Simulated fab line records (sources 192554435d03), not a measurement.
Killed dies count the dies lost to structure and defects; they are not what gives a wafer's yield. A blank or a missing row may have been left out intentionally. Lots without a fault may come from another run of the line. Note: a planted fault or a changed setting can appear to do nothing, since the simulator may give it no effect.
Split-lot experiment + flow n5-finfet + on a route of 1938 steps: 7 lots, 21 wafers read

## ABOUT THE SPLIT
At N5_FIN_SAQP_HM_DEP_03 (deposits SiNx from SiH4/NH3/N2, target thk 38 nm, time 33.6 s), the setting time-s was moved away from the recipe's 33.6 s on 10 of the 21 wafers read, by -10.5% to +5.9%. The other wafers ran this setting at the recipe's value.

## FROM THE SPLIT TO THE READING: what the file shows between them, 15 steps
- N5_FIN_SAQP_THK_MEAS_05
- N5_FIN_SAQP_COAT_50: time 60 s, resist thk 35 nm (also split here: spin-rpm)
- N5_FIN_SAQP_COAT_10: resist thk 90 nm
- N5_FIN_SAQP_EBR_12
- N5_FIN_SAQP_DESCUM_21: chemistry O2, time 7.9 s
- N5_FIN_SAQP_ETCH_51: etches SiARC in CF4, target depth 45.5 nm, time 75.8 s
- N5_FIN_SAQP_ETCH_52: etches SOC in N2/H2, target depth 100 nm, overetch 20 nm, time 150 s
- N5_FIN_SAQP_STRIP_53: strips in N2/H2
- N5_FIN_SAQP_HM_OPEN_73: chemistry CHF3/O2, target SiO2, stops on a-Si, target depth 12 nm, time 16.8 s
- N5_FIN_SAQP_ETCH_57: etches SiNx in CH3F/O2, target depth 32.5 nm, time 46.4 s
- N5_FIN_SAQP_ETCH_65: etches SiO2 in CF4, target depth 4 nm, time 4.4 s
- N5_FIN_SAQP_MANDREL_ETCH_58: etches a-Si in HBr/Cl2, stops on SiNx, target depth 45 nm, bt time 10 s, time 27 s
- N5_FIN_SAQP_RECESS_63: chemistry HF/NH3, target SiO2, target depth 18 nm, afs cycles 3, sublimation time 60 s
- N5_FIN_SAQP_COAT_68: time 60 s, resist thk 100 nm
- N5_FIN_SAQP_MANDREL2_REMOVE_60: chemistry HBr/Cl2/O2, target a-Si, stops on SiNx, bt time 10 s

## THE READING
etch.depth-nm (the simulator's own value, which no gauge read), in nm, at N5_FIN_SAQP_HM_OPEN_33 (chemistry CH3F/O2, target SiNx, target depth 49.4 nm, time 70.6 s). No usual value for it is given in the file. Across the 11 wafers here that went through the recipe, the average is 37.25 nm and the standard deviation 0.46 nm.

| wafer  | tool, chamber at the split | time-s as run, s | against the recipe | etch.depth-nm, nm | against lot-mates on the recipe |
|--------|----------------------------|------------------|--------------------|-------------------|---------------------------------|
| L081.1 | pecvd-03, 2                | 30.08            | -10.5%             | 33.46             | -3.61                           |
| L081.2 | pecvd-03, 1                | 33.6             | recipe             | 37.07             | -                               |
| L081.3 | pecvd-03, 0                | 30.08            | -10.5%             | 33.28             | -3.79                           |
| L082.2 | pecvd-03, 0                | 33.6             | recipe             | 36.82             | -                               |
| L082.4 | pecvd-03, 1                | 33.6             | recipe             | 37.9              | -                               |
| L082.6 | pecvd-03, 2                | 33.6             | recipe             | 37.36             | -                               |
| L084.2 | pecvd-02, 1                | 31.93            | -5.0%              | 34.89             | -2.31                           |
| L084.3 | pecvd-02, 2                | 33.6             | recipe             | 37.28             | -                               |
| L084.6 | pecvd-02, 1                | 33.6             | recipe             | 37.12             | -                               |
| L087.1 | pecvd-02, 1                | 33.6             | recipe             | 36.37             | -                               |
| L087.2 | pecvd-02, 0                | 35.58            | +5.9%              | 38.74             | +2.37                           |
| L087.3 | pecvd-02, 2                | 35.58            | +5.9%              | 38.98             | +2.61                           |
| L090.2 | pecvd-02, 1                | 33.6             | recipe             | 36.87             | -                               |
| L090.3 | pecvd-02, 0                | 32.18            | -4.2%              | 35.48             | -1.39                           |
| L090.5 | pecvd-02, 2                | 32.18            | -4.2%              | 35.94             | -0.93                           |
| L091.2 | pecvd-01, 1                | 30.4             | -9.5%              | 34.11             | -3.48                           |
| L091.3 | pecvd-01, 2                | 33.6             | recipe             | 37.29             | -                               |
| L091.6 | pecvd-01, 2                | 33.6             | recipe             | 37.89             | -                               |
| L092.2 | pecvd-01, 2                | 31.29            | -6.9%              | 34.93             | -2.88                           |
| L092.4 | pecvd-01, 2                | 31.29            | -6.9%              | 35.26             | -2.55                           |
| L092.6 | pecvd-01, 0                | 33.6             | recipe             | 37.81             | -                               |

FIT RESULTS
A straight line over all 21 wafers: etch.depth-nm changes by +0.337 nm for each +1% of time-s; r = +0.97; the points scatter about the line by 0.42 nm.
The same after taking each lot's own level away (the mean of its wafers on the recipe; 21 wafers): +0.377 nm for each +1%; r = +0.99; scatter 0.31 nm.
According to that fit, moving time-s by its largest amount changes the reading by 3.9 nm.
Across the lots, their own levels run from 36.370 to 37.810 nm, a range of 3.1 times the standard deviation given above.
So the lot-to-lot level changes the slope: the two fits differ.
Check: for one of the wafers moved furthest among these (-10.5%), held out of the fit, the line's prediction against its lot-mates is -3.96 nm. It came out at -3.61 nm against them.

## OTHER SPLITS ON THESE WAFERS
These wafers also went through other splits before the reading. Each is held against what the fit with the lots' levels taken away leaves over:
| other split on the same wafers          | wafers away from the commonest value | r with etch.depth-nm (lot level and that fit taken away) |
|-----------------------------------------|--------------------------------------|----------------------------------------------------------|
| N5_ZERO_LAYER_COAT_05 spin-rpm          | 10                                   | -0.01                                                    |
| N5_ZERO_LAYER_DEVELOP_10 develop-time-s | 4                                    | -0.08                                                    |
| N5_WELL_APT_PEB_23 peb-temp-c           | 9                                    | +0.39                                                    |
| N5_FIN_SAQP_COAT_50 spin-rpm            | 9                                    | +0.35                                                    |

## THE WHOLE CHAIN: every reading that the file lists as answering this split, in the file's order
| step                        | what it does                                                                       | reading                                                                            | change (the file's fit)               | r (the file's) |
|-----------------------------|------------------------------------------------------------------------------------|------------------------------------------------------------------------------------|---------------------------------------|----------------|
| N5_FIN_SAQP_HM_DEP_03       | deposits SiNx from SiH4/NH3/N2, target thk 38 nm, time 33.6 s                      | SiNx_of_FIN_SAQP_HM_DEP_03.thk-nm (the simulator's own value, which no gauge read) | +0.382 nm for each +1% of the setting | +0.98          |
| N5_FIN_SAQP_THK_MEAS_05     |                                                                                    | thk-nm                                                                             | withheld for each +1% of the setting  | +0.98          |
| N5_FIN_SAQP_MANDREL_ETCH_58 | etches a-Si in HBr/Cl2, stops on SiNx, target depth 45 nm, bt time 10 s, time 27 s | SiNx_of_FIN_SAQP_HM_DEP_03.thk-nm (the simulator's own value, which no gauge read) | +0.37 nm for each +1% of the setting  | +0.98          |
| N5_FIN_SAQP_HM_OPEN_33      | chemistry CH3F/O2, target SiNx, target depth 49.4 nm, time 70.6 s                  | etch-rf-on-time-s                                                                  | withheld for each +1% of the setting  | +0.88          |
| N5_FIN_SAQP_HM_OPEN_33      | chemistry CH3F/O2, target SiNx, target depth 49.4 nm, time 70.6 s                  | etch.depth-nm (the simulator's own value, which no gauge read)                     | +0.374 nm for each +1% of the setting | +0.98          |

## THE FILE'S OWN FIT
etch.depth-nm changes by +0.374 nm for each +1% of time-s, r = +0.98.
